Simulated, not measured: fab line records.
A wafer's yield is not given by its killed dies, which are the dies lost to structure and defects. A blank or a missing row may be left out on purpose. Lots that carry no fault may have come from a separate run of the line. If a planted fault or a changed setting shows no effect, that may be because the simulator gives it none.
A lot that was struck, set against a sound lot -- flow n5-finfet -- 44 steps out of a route of 1938
Sound: these wafers, L918.2, L918.3, L918.6. Struck: wafer L937.5. Last of all comes the cause.
For every step that has rows: the tool of each side, followed by ch and its chambers, followed by its first start. Under that, the readings that differ: sound wafers -- struck wafers -- difference of the means -- sigmas: that difference in standard deviations of wafers without a fault.
alike: readings with means less than 2 such deviations apart, plus words and numbers identical on both sides. not compared: withheld readings, readings lacking a value on some wafer, bounds such as >300 that could conceal the same value, and numbers that have no deviation in the record and whose values overlap.
A row with sigmas, a row that says differs or no value, or rows on one side alone: a step with any of these is where the two part. Non-overlapping numbers with no deviation appear without sigmas and do not part them. A reading missing from all wafers of one side parts the sides only when that side holds two or more wafers.

N5_BEOL_M5_CD_MEAS_28: target cd 30.6 nm, target cd y 20 nm.
  sound on cd-sem-01 ch 0, day 8 09:40; struck on cd-sem-02 ch 0, day 13 10:07
  alike: cd-nm
N5_BEOL_M5_OVL_MEAS_29:
  sound on overlay-02 ch 0, day 8 09:42; struck on overlay-01 ch 0, day 13 10:10
  alike: V4_OVL
N5_BEOL_M5_INSPECT_30: inspects for defects (brightfield).
  struck on defect-inspect-01, day 13 10:12; sound on defect-inspect-02, day 8 09:45
  alike: raw-defect-count
then, 6 steps without rows for these wafers: N5_BEOL_M5_DESCUM_33 (chemistry O2, time 7 s); N5_BEOL_M5_ETCH_75 (etches underlayer in N2/H2, target depth 6.5 nm, time 5.2 s); N5_BEOL_M5_ETCH_67 (etches SiARC in CF4, target depth 15.6 nm, time 26 s); N5_BEOL_M5_ETCH_68 (etches SOC in N2/H2, target depth 80 nm, overetch 16 nm, time 120 s); N5_BEOL_M5_STRIP_69 (strips in N2/H2); N5_BEOL_M5_STRIP_76 (strips in N2/H2).
N5_BEOL_M5_VIA_ETCH_34: etches SiCOH lowk in C4F6/O2, target depth 88.3 nm, time 39.2 s.
  sound on rie-diel-03 ch 1,3, day 8 09:58; struck on rie-diel-03 ch 0, day 13 10:26
reading,sound,struck,difference,sigmas
showerhead-plenum-p-Torr (Torr),2.91 2.84 2.91,2.76,-0.13,-2
  alike: chamber-pressure-mTorr, drypump-motor-current-A, oes-product-au, rf-vpp-V, throttle-valve-pct
  not compared: rf-hours-counter-h
then, 2 steps without rows for these wafers: N5_BEOL_M5_STRIP_85 (strips in C4F6/O2); N5_BEOL_M5_STRIP_36 (strips in N2/H2).
N5_BEOL_M5_TRENCH_ETCH_37: etches SiCOH lowk in C4F6/O2, target depth 71.652 nm, time 24.7 s.
  sound on rie-diel-03 ch 1,3, day 8 10:03; struck on rie-diel-03 ch 0, day 13 10:31
reading,sound,struck,difference,sigmas
oes-product-au (a.u.),0.92 0.82 0.92,0.61,-0.28,-4
showerhead-plenum-p-Torr (Torr),2.90 2.84 2.91,2.76,-0.12,-2
model.BEOL_M5.feature-depth-nm (nm),73.4 73.2 73.2,45.8,-27.5,
model.etch.depth-nm (nm),73.44 73.16 73.27,45.8,-27.5,
model.TiN_of_BEOL_M5_HM_DEP_02.thk-nm (nm),18 18 17.8,19,+1,
  alike: chamber-pressure-mTorr, drypump-motor-current-A, rf-vpp-V, throttle-valve-pct
  not compared: rf-hours-counter-h
then, 2 steps without rows for these wafers: N5_BEOL_M5_ETCH_41 (etches SiCN in CH3F/O2, target depth 31.5 nm, time 56.7 s); N5_BEOL_M5_STRIP_91 (strips in N2/H2, time 10 s).
N5_BEOL_M5_OCD_MEAS_38:
  struck on ocd-01, day 13 10:40; sound on ocd-02, day 8 10:13
reading,sound,struck,difference,sigmas
trench-depth-nm (nm),73.7 73.3 73.1,45.7,-27.7,-20
then, 4 steps without rows for these wafers: N5_BEOL_M5_HM_STRIP_39 (strips TiN in peroxide tin strip, target depth 25 nm, time 158 s); N5_BEOL_M5_SRD_40 (time 30 s); N5_BEOL_M5_PRECLEAN_42 (cleans in residue remover, time 60 s); N5_BEOL_M5_SRD_43 (time 30 s).
N5_BEOL_M5_CD_MEAS_35: target cd 28 nm, target cd y 24 nm.
  struck on cd-sem-03, day 13 10:49; sound on cd-sem-01, day 8 10:22
  alike: cd-nm
then, 1 step without rows for these wafers: N5_BEOL_M5_CURE_80 (cures SiCOH lowk, time 120 s).
N5_BEOL_M5_DEGAS_44: time 60 s.
  struck on pvd-sputter-01, day 13 11:26; sound on pvd-sputter-01, day 8 11:02
reading,sound,struck,difference,sigmas
heater-power-w (W),344 279 310,270,-41,-2
then, 4 steps without rows for these wafers: N5_BEOL_M5_PRE_CLEAN_45 (time 30 s); N5_BEOL_M5_ALD_86 (deposits TaN, pulse time 2 s, purge time 3 s, co reactant purge time 2 s); N5_BEOL_M5_SURFACE_TREAT_87; N5_BEOL_M5_CVD_47 (deposits Co from CCTBA/H2, target thk 3 nm, time 216 s).
N5_BEOL_M5_SPUTTER_48: material Cu, target thk 15 nm, time 27.62 s.
  struck on pvd-sputter-01, day 13 12:15; sound on pvd-sputter-03, day 8 11:57
  alike: throttle-valve-pct
then, 6 steps without rows for these wafers: N5_BEOL_M5_ANNEAL_49 (time 1800 s); N5_BEOL_M5_SPUTTER_81 (material Cu, target thk 15 nm, time 27.62 s); N5_BEOL_M5_ANNEAL_82 (time 1800 s); N5_BEOL_M5_SPUTTER_83 (material Cu, target thk 15 nm, time 27.62 s); N5_BEOL_M5_ANNEAL_84 (time 1800 s); N5_BEOL_M5_SPUTTER_88 (material Cu, target thk 15 nm, time 27.62 s).
N5_BEOL_M5_ANNEAL_89: time 1800 s.
  struck on pvd-sputter-01, day 13 16:03; sound on pvd-sputter-03, day 8 15:17
  alike: heater-power-w
then, 3 steps without rows for these wafers: N5_BEOL_M5_SPUTTER_90 (material Cu, target thk 4.5 nm, time 8.29 s); N5_BEOL_M5_ECD_50 (material Cu, target thk 300 nm); N5_BEOL_M5_ANNEAL_51 (time 90 s).
N5_BEOL_M5_CMP_52: polishes, stops on SiCOH lowk, t overpolish 6.9 s, target thk 62 nm.
  sound on cmp-02 ch 2,3, day 8 17:24; struck on cmp-02 ch 0, day 13 17:16
reading,sound,struck,difference,sigmas
model.Cu_of_BEOL_M5_ECD_50.thk-nm (nm),65.4 66.6 66.4,37.2,-28.9,
  alike: barrier-field-endpoint-s, motor-current-A, overpolish-run-s, time-to-endpoint-s
N5_BEOL_M5_THK_MEAS_53: measures by xrf.
  struck on film-metro-02, day 13 17:22; sound on film-metro-02, day 8 17:42
reading,sound,struck,difference,sigmas
M5_THK (nm),66.1 67.4 67.2,37.4,-29.5,-14
then, 1 step without rows for these wafers: N5_BEOL_M5_PRE_CLEAN_77 (time 15 s).
N5_BEOL_M5_CO_CAP_78: material Co, precursor CCTBA/H2, target thk 2 nm, time 102.1 s.
  sound on cvd-co-01 ch 0,1,2, day 8 17:47; struck on cvd-co-01 ch 2, day 13 17:29
  alike: heater-power-w
N5_BEOL_M5_RS_MEAS_57: the measuring method here is four-point-probe.
  struck on film-metro-01, day 13 17:38; sound on film-metro-02, day 8 17:59
reading,sound,struck,difference,sigmas
M5_RS (ohm/sq),0.363 0.355 0.357,0.735,+0.377,+25
-- a jump in the record: the struck wafers' starts before and after are 3 days apart (it breaks off in module BEOL_M5 and resumes in module BEOL_M15, where the first step shown is number 1830 of the route) --
N5_BEOL_M15_RC_MEAS_101:
  sound on prober-02 ch 0, day 11 21:40; struck on prober-02 ch 0, day 16 20:37
reading,sound,struck,difference,sigmas
COMB_M11 (S/m),1.4e-11 1.2e-11 1.3e-11,2e-11,+7e-12,+2
SERP_M10 (ohm/um),3.08 3.03 2.94,3.26,+0.24,+2
SERP_M12 (ohm/um),0.612 0.613 0.586,0.682,+0.078,+4
SERP_M5 (ohm/um),36.3 34.2 35.9,68.4,+32.9,+16
SERP_M5_max_site (ohm/um),37.1 35.3 37.2,69.2,+32.7,+15
  alike: COMB_M10, COMB_M12, COMB_M13, COMB_M14, COMB_M15, COMB_M6, COMB_M7, COMB_M8, COMB_M9, SERP_M11, SERP_M13, SERP_M14, SERP_M6, SERP_M7, SERP_M8, SERP_M9, SERP_M9_max_site

## WHERE THEY PART
First at N5_BEOL_M5_VIA_ETCH_34; last, within this record, at N5_BEOL_M15_RC_MEAS_101.

WHY: what the simulator had put in
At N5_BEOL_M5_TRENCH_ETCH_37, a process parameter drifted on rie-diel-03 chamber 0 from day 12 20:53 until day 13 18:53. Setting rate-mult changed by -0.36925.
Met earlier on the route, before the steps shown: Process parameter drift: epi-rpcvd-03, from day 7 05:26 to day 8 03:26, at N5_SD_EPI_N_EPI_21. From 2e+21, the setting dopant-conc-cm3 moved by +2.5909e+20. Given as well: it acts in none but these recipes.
